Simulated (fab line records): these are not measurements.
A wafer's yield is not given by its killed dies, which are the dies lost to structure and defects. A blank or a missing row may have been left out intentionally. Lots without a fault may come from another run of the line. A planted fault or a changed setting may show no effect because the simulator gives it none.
Matching of chambers / flow nand harc / NHARC_A_SLIT_DEP_25 on pecvd-03 has 3 sister chambers
The step deposits SiO2, target thk 200 nm. 22 wafers are shown with their chamber, then 11 later ones without.

WAFERS PAIRED WITH THEIR CHAMBERS
wafer=L076.3; chamber=2; throttle valve pct (%)=15.8; heater power w (W)=431
wafer=L076.5; chamber=0; throttle valve pct (%)=16.7; heater power w (W)=501
wafer=L076.6; chamber=2; throttle valve pct (%)=15.5; heater power w (W)=434
wafer=L077.2; chamber=0; throttle valve pct (%)=16.6; heater power w (W)=482
wafer=L077.3; chamber=2; throttle valve pct (%)=15.7; heater power w (W)=392
wafer=L077.4; chamber=2; throttle valve pct (%)=15.9; heater power w (W)=403
wafer=L079.3; chamber=1; throttle valve pct (%)=15.3; heater power w (W)=364
wafer=L079.4; chamber=2; throttle valve pct (%)=15.6; heater power w (W)=441
wafer=L079.5; chamber=1; throttle valve pct (%)=15.4; heater power w (W)=373
wafer=L081.2; chamber=2; throttle valve pct (%)=15.5; heater power w (W)=488
wafer=L081.4; chamber=2; throttle valve pct (%)=15.6; heater power w (W)=480
wafer=L081.5; chamber=0; throttle valve pct (%)=16.8; heater power w (W)=555
wafer=L082.3; chamber=2; throttle valve pct (%)=15.9; heater power w (W)=470
wafer=L082.4; chamber=0; throttle valve pct (%)=16.8; heater power w (W)=522
wafer=L082.6; chamber=2; throttle valve pct (%)=15.7; heater power w (W)=478
wafer=L084.2; chamber=2; throttle valve pct (%)=15.9; heater power w (W)=443
wafer=L084.3; chamber=2; throttle valve pct (%)=15.6; heater power w (W)=455
wafer=L084.5; chamber=2; throttle valve pct (%)=15.7; heater power w (W)=459
wafer=L087.1; chamber=1; throttle valve pct (%)=14.9; heater power w (W)=393
wafer=L087.2; chamber=0; throttle valve pct (%)=16.9; heater power w (W)=481
wafer=L087.4; chamber=1; throttle valve pct (%)=15.5; heater power w (W)=406
wafer=L090.1; chamber=0; throttle valve pct (%)=17.1; heater power w (W)=555

SIGNATURES (averages over the wafers above)
reading=throttle valve pct; chamber 0=16.817; chamber 1=15.275; chamber 2=15.700; scatter within a chamber=0.177
reading=heater power w; chamber 0=516.00; chamber 1=384.00; chamber 2=447.83; scatter within a chamber=29.6
Rule: distance of a wafer from a chamber = root of the sum over the readings of ((wafer's reading minus chamber's mean) / reading's scatter) squared. The wafer belongs to the nearest chamber; if the next one is less than 2 further off, it can't be placed. The scatter: take each reading less its chamber's mean, square it, sum over the shown wafers, divide by the number of wafers less the number of chambers, and take the root.

WAFERS WHOSE CHAMBER IS MISSING
wafer=L090.3; throttle valve pct (%)=15.3; heater power w (W)=382
wafer=L090.5; throttle valve pct (%)=16.0; heater power w (W)=466
wafer=L091.1; throttle valve pct (%)=16.0; heater power w (W)=460
wafer=L091.3; throttle valve pct (%)=16.9; heater power w (W)=518
wafer=L091.6; throttle valve pct (%)=16.9; heater power w (W)=506
wafer=L096.3; throttle valve pct (%)=17.0; heater power w (W)=513
wafer=L096.4; throttle valve pct (%)=15.3; heater power w (W)=463
wafer=L096.5; throttle valve pct (%)=16.8; heater power w (W)=523
wafer=L097.1; throttle valve pct (%)=17.3; heater power w (W)=559
wafer=L097.4; throttle valve pct (%)=17.1; heater power w (W)=582
wafer=L097.5; throttle valve pct (%)=16.2; heater power w (W)=401

CHAMBER TAKEN BY EACH
wafer=L090.3; from the rows above=1; in truth=1
wafer=L090.5; from the rows above=2; in truth=2
wafer=L091.1; from the rows above=2; in truth=2
wafer=L091.3; from the rows above=0; in truth=0
wafer=L091.6; from the rows above=0; in truth=0
wafer=L096.3; from the rows above=0; in truth=0
wafer=L096.4; from the rows above=can't be placed: 2 or 1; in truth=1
wafer=L096.5; from the rows above=0; in truth=0
wafer=L097.1; from the rows above=0; in truth=0
wafer=L097.4; from the rows above=0; in truth=0
wafer=L097.5; from the rows above=can't be placed: 2 or 0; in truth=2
Placed correctly: 9 of 11. Unplaceable from these rows: 2, with the true chamber sitting among the candidates in 2. Number placed wrongly: 0.
